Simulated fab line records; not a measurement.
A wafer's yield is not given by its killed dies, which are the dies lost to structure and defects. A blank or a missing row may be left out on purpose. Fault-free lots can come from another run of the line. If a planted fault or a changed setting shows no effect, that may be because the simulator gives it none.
Which tool is to blame? | flow n5-finfet | 13 lots, 35 wafers sampled, at 5 steps of a route of 1938

WHAT THE GAUGES READ, wafer by wafer
The record lacks any reading of a measuring or inspecting step that a usual standard deviation could be used to judge.

TOOL THAT RAN EACH LOT (tool first, then ch and the chambers of the sampled wafers, then the start)
lot  | N5_FIN_CUT_PRECLEAN_35            | N5_STI_FIN_REVEAL_ALD_00         | N5_STI_FIN_REVEAL_DENSIFY_30    | N5_DUMMY_GATE_CMP_04         | N5_PASSIVATION_PROBE_49
L539 | vapor-etch-02 ch 0,1, day 2 04:13 | ald-sin-03 ch 0,1, day 2 04:46   | rtp-anneal-01 ch 0, day 2 10:20 | cmp-04 ch 0,2, day 2 18:19   | -
L540 | vapor-etch-01 ch 0,1, day 2 10:23 | ald-sin-03 ch 0,1,2, day 2 10:48 | rtp-anneal-01 ch 0, day 2 16:50 | cmp-01 ch 0,2,3, day 3 02:16 | -
L542 | vapor-etch-01 ch 0,1, day 2 22:47 | ald-sin-01 ch 1,2,3, day 2 23:24 | rtp-anneal-01 ch 0, day 3 06:02 | cmp-02 ch 1,2,3, day 3 14:17 | -
L543 | vapor-etch-02 ch 0,1, day 3 05:49 | ald-sin-01 ch 0,1,2, day 3 06:13 | rtp-anneal-02 ch 0, day 3 11:50 | cmp-04 ch 0,2,3, day 3 19:03 | -
L544 | vapor-etch-01 ch 0,1, day 3 09:00 | ald-sin-01 ch 0,2,3, day 3 09:32 | rtp-anneal-01 ch 0, day 3 15:33 | cmp-04 ch 1,3, day 3 22:46   | prober-01, day 20 10:58
L547 | vapor-etch-01 ch 0,1, day 4 03:29 | ald-sin-03 ch 0,1,2, day 4 03:52 | rtp-anneal-02 ch 0, day 4 09:20 | cmp-01 ch 1,2, day 4 16:34   | -
L548 | vapor-etch-01 ch 0,1, day 4 10:04 | ald-sin-02 ch 2,3, day 4 10:29   | rtp-anneal-01 ch 0, day 4 15:53 | cmp-02 ch 0,1, day 4 23:04   | -
L552 | vapor-etch-02 ch 0, day 5 10:16   | ald-sin-01 ch 1, day 5 10:58     | rtp-anneal-01 ch 0, day 5 17:05 | cmp-04 ch 3, day 6 01:55     | prober-02, day 18 19:03
L553 | vapor-etch-01 ch 0,1, day 5 15:18 | ald-sin-03 ch 3, day 5 15:41     | rtp-anneal-01 ch 0, day 5 21:20 | cmp-04 ch 2, day 6 05:08     | -
L554 | vapor-etch-02 ch 0,1, day 5 21:35 | ald-sin-03 ch 0,1, day 5 22:00   | rtp-anneal-01 ch 0, day 6 03:30 | cmp-04 ch 0,1, day 6 11:03   | -
L559 | vapor-etch-01 ch 0,1, day 7 19:13 | ald-sin-01 ch 0,3, day 7 19:38   | rtp-anneal-01 ch 0, day 8 01:40 | cmp-01 ch 0,2,3, day 8 10:41 | -
L561 | vapor-etch-01 ch 0,1, day 7 21:05 | ald-sin-03 ch 1,3, day 7 21:34   | rtp-anneal-01 ch 0, day 8 03:34 | cmp-01 ch 0,1, day 8 14:19   | -
L562 | vapor-etch-02 ch 0,1, day 8 00:14 | ald-sin-03 ch 1,2,3, day 8 00:38 | rtp-anneal-01 ch 0, day 8 06:04 | cmp-01 ch 0,1,2, day 8 14:08 | -
- N5_FIN_CUT_PRECLEAN_35: cleans in vHF, time 13.3 s.
- N5_STI_FIN_REVEAL_ALD_00: deposits SiO2, target thk 1 nm, pulse time 1 s.
- N5_STI_FIN_REVEAL_DENSIFY_30
- N5_DUMMY_GATE_CMP_04: polishes a-Si.
- N5_PASSIVATION_PROBE_49

AS READ BY THE TOOLS THEMSELVES (means over the sampled wafers that have a number; for cases with no such wafer, the mark the record gives instead)
N5_FIN_CUT_PRECLEAN_35. Usual: drypump-motor-current-A reads 5.9 A (standard deviation 0.4).
lot  | tool          | drypump-motor-current-A (A) | flag
L539 | vapor-etch-02 | 5.5                         |
L540 | vapor-etch-01 | 6.3                         |
L542 | vapor-etch-01 | 6.2                         |
L543 | vapor-etch-02 | 5.6                         |
L544 | vapor-etch-01 | 6.3                         |
L547 | vapor-etch-01 | 6.1                         |
L548 | vapor-etch-01 | 6.3                         |
L552 | vapor-etch-02 | 5.7                         |
L553 | vapor-etch-01 | 6.2                         |
L554 | vapor-etch-02 | 5.5                         |
L559 | vapor-etch-01 | 6.2                         |
L561 | vapor-etch-01 | 6.1                         |
L562 | vapor-etch-02 | 5.5                         |

N5_STI_FIN_REVEAL_ALD_00. Usual: heater-power-w 480 W, standard deviation 57; precursor-pulse-height-rel 1.002, standard deviation 0.019.
lot  | tool       | heater-power-w (W) | precursor-pulse-height-rel | flag
L539 | ald-sin-03 | 478                | 0.996                      |
L540 | ald-sin-03 | 500                | 1.003                      |
L542 | ald-sin-01 | 457                | 0.984                      |
L543 | ald-sin-01 | 466                | 0.994                      |
L544 | ald-sin-01 | 482                | 0.979                      |
L547 | ald-sin-03 | 512                | 0.996                      |
L548 | ald-sin-02 | 406                | 1.031                      |
L552 | ald-sin-01 | 422                | 0.975                      |
L553 | ald-sin-03 | 490                | 1.006                      |
L554 | ald-sin-03 | 468                | 1.014                      |
L559 | ald-sin-01 | 495                | 1.007                      |
L561 | ald-sin-03 | 498                | 0.999                      |
L562 | ald-sin-03 | 518                | 1.012                      |

N5_STI_FIN_REVEAL_DENSIFY_30. Usual: lamp-power-pct 11.53 %, standard deviation 0.052; lamp_zone_2_pct 11.528 %, standard deviation 0.02.
lot  | tool          | lamp-power-pct (%) | lamp_zone_2_pct (%) | flag
L539 | rtp-anneal-01 | 11.50              | 11.552              |
L540 | rtp-anneal-01 | 11.53              | 11.528              |
L542 | rtp-anneal-01 | 11.57              | 11.522              |
L543 | rtp-anneal-02 | 11.50              | 11.521              |
L544 | rtp-anneal-01 | 11.54              | 11.532              |
L547 | rtp-anneal-02 | 11.52              | 11.537              |
L548 | rtp-anneal-01 | 11.53              | 11.508              |
L552 | rtp-anneal-01 | 11.61              | 11.519              |
L553 | rtp-anneal-01 | 11.59              | 11.515              |
L554 | rtp-anneal-01 | 11.57              | 11.512              |
L559 | rtp-anneal-01 | 11.48              | 11.544              |
L561 | rtp-anneal-01 | 11.53              | 11.532              |
L562 | rtp-anneal-01 | 11.56              | 11.538              |

N5_DUMMY_GATE_CMP_04. Usual: motor-current-A 10.2 A, standard deviation 1.1; time-to-endpoint-s 13.5 s, standard deviation 2.1.
lot  | tool   | motor-current-A (A) | time-to-endpoint-s (s) | flag
L539 | cmp-04 | 10.2                | 14.9                   |
L540 | cmp-01 | 9.8                 | 14.7                   |
L542 | cmp-02 | 10.1                | 14.3                   |
L543 | cmp-04 | 10.1                | 14.3                   |
L544 | cmp-04 | 10.1                | 13.3                   |
L547 | cmp-01 | 10.1                | 14.2                   |
L548 | cmp-02 | 11.3                | 13.3                   |
L552 | cmp-04 | 10.2                | 10.3                   |
L553 | cmp-04 | 9.1                 | 8.5                    |
L554 | cmp-04 | 10.3                | 15.2                   |
L559 | cmp-01 | 10.0                | 12.8                   |
L561 | cmp-01 | 9.4                 | 12.5                   |
L562 | cmp-01 | 9.8                 | 10.3                   |

N5_PASSIVATION_PROBE_49. Usual: killed_at_M0_to_M3 37, standard deviation 12; killed_at_M4_up 15, standard deviation 5.6; killed-at-contacts 13, standard deviation 6.9; killed-at-front-end 40, standard deviation 11; killed-at-other 4, standard deviation 3.2; killed-dies 109, standard deviation 20; killed-open 73, standard deviation 15; killed-short 35, standard deviation 8.3.
lot  | tool      | killed_at_M0_to_M3 | killed_at_M4_up | killed-at-contacts | killed-at-front-end | killed-at-other | killed-dies | killed-open | killed-short | flag
L544 | prober-01 | 38                 | 14              | 5                  | 29                  | 2               | 88          | 54          | 31           |
L552 | prober-02 | 36                 | 18              | 29                 | 38                  | 0               | 121         | 95          | 24           |

THE ANSWER, worked out from the rows above alone
Rule: lot off if the mean of its wafers having a number is beyond 3 standard deviations from the usual mean. A lot without any number at a reading at which 4 lots or more have one is off too. Any other lot the step has rows for is counted as sound. Order of review: gauges by route order, followed by the tools' own readings, for which a lot's mean as printed above is used. The first step at which some lot is off is used, and at that step the reading that is off furthest; a lot without a number counts as furthest.
Across all readings shown, no lot is off: no conclusion can be drawn from this.

WHAT THE SIMULATOR HAD INSERTED
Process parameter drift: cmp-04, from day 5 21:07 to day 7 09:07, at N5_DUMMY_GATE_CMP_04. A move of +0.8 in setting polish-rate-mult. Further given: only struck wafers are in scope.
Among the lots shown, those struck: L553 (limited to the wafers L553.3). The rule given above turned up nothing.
